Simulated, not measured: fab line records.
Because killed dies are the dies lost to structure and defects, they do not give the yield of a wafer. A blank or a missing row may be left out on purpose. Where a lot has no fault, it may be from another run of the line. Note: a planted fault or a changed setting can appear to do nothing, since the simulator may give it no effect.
fab line records -- flow nand_harc
[record] lots = 12, wafers = 36, last_day = 32
route steps=1302 shown A_CHANNEL_HOLE_D1@468 THIN_TSV@1267 END@1302
lots untouched by any fault: they come from a run of this same line in which no faults occurred
start_h: start of the lot's first displayed wafer, in hours after the record's first day -- wait_h: hours since the lot's step before -- " unchanged from the row above -- L1.1+2: one row covering several wafers at once -- - value missing, or start not given -- * or withheld: withheld -- < > ~ a bound
route shown NAME@n: NAME is a module with steps in the file, n the number in the route of the first one -- usual: average and standard deviation across the fault-free wafers -- same: alike in all rows -- chamber/n: place in a boat -- sites: each site's reading -- _std_site: the standard deviation of these -- _edge_site: outer sites' mean less inner sites' -- radius_mm: for every site, how far away it sits from the centre of the wafer -- mask NAME#n: copy n -- behind: the last tool/chamber to shape the wafer -- hold: what put the lot on hold/how long, in hours/how the hold closed -- device: the n, p or np transistor that did not switch -- end of line: at the end of the route, the tests of the same wafers -- step lacking rows: just its recipe -- killed: dies lost to structure and defects at the first sort, not the wafer's yield -- map: dies across one wafer; x = killed, . = not, _ = none there
set.NAME: the setting as run; set.NAME@STEP: as run at that earlier step -- model.NAME: the simulator's own value behind a step, which no gauge read
steps of the route over a sample of lots; a table a step, a row a wafer
services: from which hour (start_h, from the record's first day; less than 0 if before it) a tool's chamber was out of use, for how many hours, and why
[[steps]]
[step NHARC_A_CHANNEL_HOLE_D1_ETCH_34]
[recipe] target_depth_a = 1540, time_s = 77, cf4_flow_sccm = 100, chf3_flow_sccm = 30, ar_flow_sccm = 0, rf_w = 500, bias_w = 200, chemistry = CF4/CHF3
[usual] bias_w = 200.0/0.59, drypump_motor_current_A = 5.7/0.36, mfc_ar_sccm = 0.008/0.011, oes_product_au = 0.953/0.021, rf_vpp_V = 369.9/2.1, showerhead_plenum_p_Torr = 1.55/0.062, throttle_valve_pct = 16.802/0.0089
lot.wafer,tool,chamber,start_h,wait_h,bias_w,drypump_motor_current_A,mfc_ar_sccm,oes_product_au,rf_hours_counter_h,rf_vpp_V,showerhead_plenum_p_Torr,throttle_valve_pct
L170.3,rie_diel-08,3,187.93,-,200.4,5.5,0,0.979,13,370.5,1.55,16.807
L170.1,rie_diel-08,0,187.93,-,199.6,5.2,0,0.984,12,373.4,1.67,16.816
L170.6,rie_diel-08,1,187.93,-,199.3,5.9,0,0.967,-,368.2,1.49,16.791
L171.1,rie_diel-08,3,205.90,-,199.7,5.5,0,0.989,0,369.4,1.55,16.798
L171.4,rie_diel-08,0,205.90,-,198.9,5.3,0,0.969,0,373.8,1.67,16.820
L171.5,rie_diel-08,1,205.90,-,199.6,5.9,0,0.958,-,366.6,1.49,16.791
L173.1,rie_diel-08,0,225.05,-,199.6,5.2,0,0.930,2,373.4,1.67,16.793
L173.2,rie_diel-08,1,225.05,-,198.8,5.9,0,0.929,2,367.4,1.49,16.822
L173.6,rie_diel-08,2,225.05,-,200.2,5.7,0.027,0.943,-,369.4,1.53,16.807
L174.4,rie_diel-08,2,234.52,-,200.2,5.7,0.027,0.970,3,369.9,1.53,16.808
L174.1,rie_diel-08,0,234.52,-,200.6,5.2,0,0.969,3,375.4,1.67,16.797
L174.6,rie_diel-08,1,234.52,-,200.0,5.9,0,0.977,-,368.7,1.49,16.798
L175.3,rie_diel-01,3,234.71,-,199.4,6.6,0.016,0.963,6,368.1,1.51,16.793
L175.2,rie_diel-01,0,234.71,-,198.9,5.8,0,0.975,6,367.4,1.48,16.805
L175.5,rie_diel-01,0,234.71,-,200.2,5.8,0,0.980,-,366.9,1.48,16.798
L177.3,rie_diel-08,0,261.44,-,200.8,5.2,0,0.926,5,374.5,1.66,16.814
L177.4,rie_diel-08,3,261.44,-,201.0,5.5,0,0.935,5,367.8,1.55,16.797
L177.5,rie_diel-08,0,261.44,-,200.0,5.2,0,0.926,-,373.0,1.66,16.794
L178.3,rie_diel-08,0,269.77,-,200.8,5.2,0,0.925,6,374.9,1.66,16.805
L178.4,rie_diel-08,2,269.77,-,199.6,5.7,0.027,0.929,6,367.8,1.53,16.806
L178.6,rie_diel-08,3,269.77,-,200.1,5.5,0,0.937,-,369.6,1.55,16.797
L179.1,rie_diel-08,3,285.26,-,199.8,5.5,0,0.976,7,369.4,1.55,16.798
L179.6,rie_diel-08,2,285.26,-,199.7,5.7,0.027,0.978,-,370.5,1.53,16.802
L179.5,rie_diel-08,3,285.26,-,199.4,5.5,0,0.977,-,369.0,1.55,16.823
L180.4,rie_diel-08,1,287.28,-,199.7,5.9,0,0.959,8,369.1,1.49,16.806
L180.3,rie_diel-08,3,287.28,-,199.9,5.5,0,0.988,8,369.5,1.55,16.807
L180.1,rie_diel-08,0,287.28,-,200.0,5.2,0,0.977,8,373.9,1.66,16.799
L182.2,rie_diel-08,3,310.31,-,200.2,5.5,0,0.937,9,369.3,1.55,16.808
L182.1,rie_diel-08,1,310.31,-,200.7,5.9,0,0.927,9,366.9,1.49,16.808
L182.6,rie_diel-08,3,310.31,-,200.3,5.5,0,0.937,-,369.6,1.55,16.792
L183.1,rie_diel-09,0,329.77,-,201.1,5.2,0,0.952,0,370.1,1.56,16.799
L183.4,rie_diel-09,1,329.77,-,200.5,5.4,0.011,0.983,0,373.0,1.64,16.799
L183.5,rie_diel-09,0,329.77,-,201.0,5.2,0,0.955,-,371.0,1.56,16.792
L190.2,rie_diel-08,3,391.51,-,199.8,5.5,0,0.979,1,370.3,1.55,16.803
L190.4,rie_diel-08,2,391.51,-,199.4,5.7,0.027,0.911,1,367.1,1.52,16.785
L190.5,rie_diel-08,3,391.51,-,199.5,5.5,0,0.975,-,369.4,1.55,16.804
[step NHARC_THIN_TSV_DEP_47]
[recipe] target_thk_a = 2000, temp_c = withheld, pressure_torr = 6.5, rf_w = 900, teos_flow_sccm = 161.4, flow_sccm = 2650, target_thk_nm = 200, gas = O2, material = SiO2
[usual] throttle_valve_pct = 16.2/0.73
lot.wafer,tool,chamber,start_h,wait_h,throttle_valve_pct
L170.1,pecvd-02,2,550.62,-,17.2
L170.3,pecvd-02,0,550.62,-,15.6
L170.6,pecvd-02,1,550.62,-,15.5
L171.1,pecvd-04,0,567.16,-,16.2
L171.5,pecvd-04,0,567.16,-,16.2
L171.4,pecvd-04,1,567.16,-,15.5
L174.1,pecvd-01,1,597.00,-,17.0
L174.4,pecvd-01,1,597.00,-,17.2
L174.6,pecvd-01,0,597.00,-,16.3
L173.1,pecvd-04,0,598.09,-,16.3
L173.2,pecvd-04,2,598.09,-,16.4
L173.6,pecvd-04,2,598.09,-,16.6
L175.3,pecvd-01,1,605.80,-,17.1
L175.2,pecvd-01,2,605.80,-,15.7
L175.5,pecvd-01,1,605.80,-,17.3
L177.3,pecvd-02,1,616.21,-,14.9
L177.5,pecvd-02,0,616.21,-,14.9
L177.4,pecvd-02,2,616.21,-,16.7
L178.3,pecvd-01,2,634.13,-,15.8
L178.6,pecvd-01,2,634.13,-,16.0
L178.4,pecvd-01,1,634.13,-,17.6
L180.1,pecvd-02,1,640.61,-,14.8
L180.3,pecvd-02,2,640.61,-,16.6
L180.4,pecvd-02,2,640.61,-,16.7
L179.1,pecvd-01,2,641.95,-,16.3
L179.5,pecvd-01,1,641.95,-,17.1
L179.6,pecvd-01,2,641.95,-,15.8
L182.2,pecvd-04,2,664.48,-,17.2
L182.1,pecvd-04,1,664.48,-,15.5
L182.6,pecvd-04,1,664.48,-,15.7
L183.1,pecvd-04,1,697.27,-,15.7
L183.5,pecvd-04,0,697.27,-,16.8
L183.4,pecvd-04,1,697.27,-,15.7
L190.2,pecvd-01,1,758.43,-,16.8
L190.4,pecvd-01,2,758.43,-,15.7
L190.5,pecvd-01,0,758.43,-,16.5
[step NHARC_THIN_TSV_STRIP_62]
[recipe] power_w = 1500, temp_c = 250, time_s = 20, chemistry = N2/H2
[usual] drypump_motor_current_A = 5.9/0.35, heater_power_w = 371/31
lot.wafer,tool,chamber,start_h,wait_h,drypump_motor_current_A,heater_power_w,rf_hours_counter_h
L170.1,plasma_asher-02,0,551.36,-,5.8,333,21
L170.3,plasma_asher-02,0,551.36,-,5.8,332,-
L170.6,plasma_asher-02,1,551.36,-,6.4,368,-
L171.1,plasma_asher-01,1,567.93,-,5.8,368,7
L171.4,plasma_asher-01,1,567.93,-,5.8,379,-
L171.5,plasma_asher-01,0,567.93,-,5.5,401,-
L174.1,plasma_asher-01,1,597.83,-,5.7,363,12
L174.4,plasma_asher-01,1,597.83,-,5.7,370,-
L174.6,plasma_asher-01,1,597.83,-,5.7,371,-
L173.1,plasma_asher-02,1,598.93,-,6.5,363,29
L173.2,plasma_asher-02,0,598.93,-,5.8,327,29
L173.6,plasma_asher-02,0,598.93,-,5.8,332,-
L175.2,plasma_asher-02,0,606.61,-,5.8,328,31
L175.3,plasma_asher-02,1,606.61,-,6.5,359,-
L175.5,plasma_asher-02,1,606.61,-,6.5,367,-
L177.3,plasma_asher-01,0,616.97,-,5.5,401,-
L177.4,plasma_asher-01,1,616.97,-,5.8,381,-
L177.5,plasma_asher-01,0,616.97,-,5.5,407,-
L178.3,plasma_asher-01,1,634.93,-,5.7,376,-
L178.4,plasma_asher-01,0,634.93,-,5.5,418,-
L178.6,plasma_asher-01,1,634.93,-,5.8,382,-
L180.1,plasma_asher-01,1,641.37,-,5.8,372,20
L180.3,plasma_asher-01,1,641.37,-,5.8,370,-
L180.4,plasma_asher-01,0,641.37,-,5.5,420,-
L179.1,plasma_asher-01,0,642.61,-,5.5,399,21
L179.6,plasma_asher-01,0,642.61,-,5.5,413,-
L179.5,plasma_asher-01,1,642.61,-,5.7,373,-
L182.2,plasma_asher-02,1,665.24,-,6.5,367,3
L182.1,plasma_asher-02,0,665.24,-,5.8,323,3
L182.6,plasma_asher-02,0,665.24,-,5.8,324,-
L183.1,plasma_asher-02,0,698.06,-,5.8,321,8
L183.4,plasma_asher-02,1,698.06,-,6.5,357,-
L183.5,plasma_asher-02,1,698.06,-,6.5,361,-
L190.2,plasma_asher-01,0,759.10,-,5.5,417,12
L190.4,plasma_asher-01,0,759.10,-,5.5,411,-
L190.5,plasma_asher-01,0,759.10,-,5.5,409,-
[step NHARC_THIN_TSV_PRE_CLEAN_54]
[recipe] time_s = 30, temp_c = 280, gas = H2/He
[usual] heater_power_w = 425/51
lot.wafer,tool,chamber,start_h,wait_h,heater_power_w
L170.1,pvd_sputter-02,-,553.59,0.1,376
L170.3,pvd_sputter-02,-,553.59,0.1,434
L170.6,pvd_sputter-02,-,553.59,0.1,488
L171.4,pvd_sputter-03,-,570.15,0.0,416
L171.1,pvd_sputter-03,-,570.15,0.0,387
L171.5,pvd_sputter-03,-,570.15,0.0,383
L174.4,pvd_sputter-02,-,600.23,0.0,476
L174.1,pvd_sputter-02,-,600.23,0.0,412
L174.6,pvd_sputter-02,-,600.23,0.0,481
L173.2,pvd_sputter-01,-,601.18,0.1,456
L173.1,pvd_sputter-01,-,601.18,0.1,517
L173.6,pvd_sputter-01,-,601.18,0.1,366
L175.3,pvd_sputter-02,-,608.85,0.1,409
L175.2,pvd_sputter-02,-,608.85,0.1,369
L175.5,pvd_sputter-02,-,608.85,0.1,439
L177.4,pvd_sputter-01,-,619.16,0.0,506
L177.3,pvd_sputter-01,-,619.16,0.0,354
L177.5,pvd_sputter-01,-,619.16,0.0,359
L178.4,pvd_sputter-01,-,637.15,0.1,510
L178.3,pvd_sputter-01,-,637.15,0.1,364
L178.6,pvd_sputter-01,-,637.15,0.1,516
L180.1,pvd_sputter-01,-,643.65,0.0,454
L180.4,pvd_sputter-01,-,643.65,0.0,504
L180.3,pvd_sputter-01,-,643.65,0.0,357
L179.1,pvd_sputter-01,-,644.85,0.0,455
L179.6,pvd_sputter-01,-,644.85,0.0,449
L179.5,pvd_sputter-01,-,644.85,0.0,505
L182.2,pvd_sputter-02,-,667.48,0.1,449
L182.1,pvd_sputter-02,-,667.48,0.1,375
L182.6,pvd_sputter-02,-,667.48,0.1,469
L183.1,pvd_sputter-03,-,700.29,0.0,409
L183.4,pvd_sputter-03,-,700.29,0.0,476
L183.5,pvd_sputter-03,-,700.29,0.0,383
L190.2,pvd_sputter-03,-,761.35,0.1,476
L190.4,pvd_sputter-03,-,761.35,0.1,395
L190.5,pvd_sputter-03,-,761.35,0.1,401
[step NHARC_END_SORT_01]
[recipe] temp_c = 25
[usual] killed_at_array = 56/20, killed_at_other = 1/1.3, killed_at_periphery = 3.5/2.7, killed_dies = 60/20, killed_open = 3.3/1.6, killed_short = 2.4/1.5
[same] gross_dies = 677
lot.wafer,tool,chamber,start_h,wait_h,killed_at_array,killed_at_other,killed_at_periphery,killed_dies,killed_open,killed_short
L190.2,prober-02,0,772.10,2.8,48,4,1,53,4,2
L190.4,prober-02,0,773.69,3.4,198,1,2,201,2,0
L190.5,prober-02,0,774.49,3.7,38,0,2,40,3,5
// killed by level:class
L190.2 A_CHANNEL_HOLE_D1:chamber_film_flake=22 A_CONTACT:chamber_film_flake=11 A_SLIT:chamber_film_flake=5 THIN_TSV:chamber_film_flake=4 A_DECK1_JOINT:chamber_film_flake=2 A_WL_FILL:chamber_film_flake=2 A_CHANNEL_HOLE_D1:geometric_particle:open=1 A_CHANNEL_FILL_D1:geometric_particle:open=1
L190.4 A_CHANNEL_HOLE_D1:area_etch=161 A_CHANNEL_HOLE_D1:chamber_film_flake=16 A_CONTACT:chamber_film_flake=11 A_SLIT:chamber_film_flake=5 A_CHANNEL_FILL_D1:chamber_film_flake=2 P_M1:geometric_particle:open=1 A_SGD_CUT:geometric_particle:open=1 P_ZERO_WELL:chamber_film_flake=1
L190.5 A_CHANNEL_HOLE_D1:chamber_film_flake=13 A_CONTACT:chamber_film_flake=10 A_SLIT:chamber_film_flake=5 A_DECK1_JOINT:chamber_film_flake=2 P_M0:geometric_particle:short=1 A_ONON_D1:geometric_particle:open=1 A_ONON_D1:geometric_particle:short=1 A_CHANNEL_HOLE_D1:geometric_particle:open=1
[[services]]
tool,chamber,start_h,hours,kind
plasma_asher-01,-,165.01,9.0,pm
rie_diel-08,-,190.81,9.0,pm
plasma_asher-02,-,190.98,0.5,repair
pvd_sputter-01,-,226.00,10.0,pm
rie_diel-08,-,233.14,0.8,repair
plasma_asher-02,-,249.23,9.0,pm
pecvd-01,2,250.22,2.0,repair
pecvd-01,-,311.36,13.0,pm
rie_diel-08,-,314.90,1.0,repair
plasma_asher-01,-,342.01,9.0,pm
rie_diel-08,-,367.81,9.0,pm
plasma_asher-02,-,402.95,57.9,repair
pvd_sputter-01,-,404.00,10.0,pm
pecvd-01,0,411.89,13.7,repair
plasma_asher-02,-,460.92,9.0,pm
rie_diel-08,2,484.20,3.3,repair
pecvd-01,-,492.36,13.0,pm
rie_diel-08,0,497.87,8.6,repair
plasma_asher-01,-,519.01,9.0,pm
rie_diel-08,-,544.81,9.0,pm
rie_diel-08,2,638.33,2.5,repair
rie_diel-08,0,658.49,5.7,repair
plasma_asher-01,-,696.14,9.0,pm
rie_diel-08,-,721.81,9.0,pm
[[key]]
[first_sign] step = NHARC_END_SORT_01, reading = killed_at_array, direction = up, sigmas = 7.2, usual = 56, struck = 198
[effect] step = NHARC_END_SORT_01, reading = killed_dies, direction = up, sigmas = 6.9, usual = 60, struck = 201
[more_kills_born_at] NHARC_A_CHANNEL_HOLE_D1_ETCH_34@rie_diel-08 = 161
met_at NHARC_A_CHANNEL_HOLE_D1_ETCH_34
struck_lots L190
struck_wafers L190.4
tester_left_out L190
not_acting_at NHARC_THIN_TSV_DEP_47,NHARC_THIN_TSV_STRIP_62,NHARC_THIN_TSV_PRE_CLEAN_54
onset_between 310.31 391.51
[fault] kind = process_parameter_drift, tool = rie_diel-08, chamber = -, onset_h = 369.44, steps = NHARC_A_CHANNEL_HOLE_D1_ETCH_34, channel = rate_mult, offset = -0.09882, shape = step, end_h = 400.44, scope = struck_wafers_only
// tester_left_out: of these lots the tester's yield and bins aren't shown, on N5 and GAA mostly nor the transistor test; their killed dies are dies lost to structure and defects alone, not to doping, threshold or leakage, so they don't give the yield
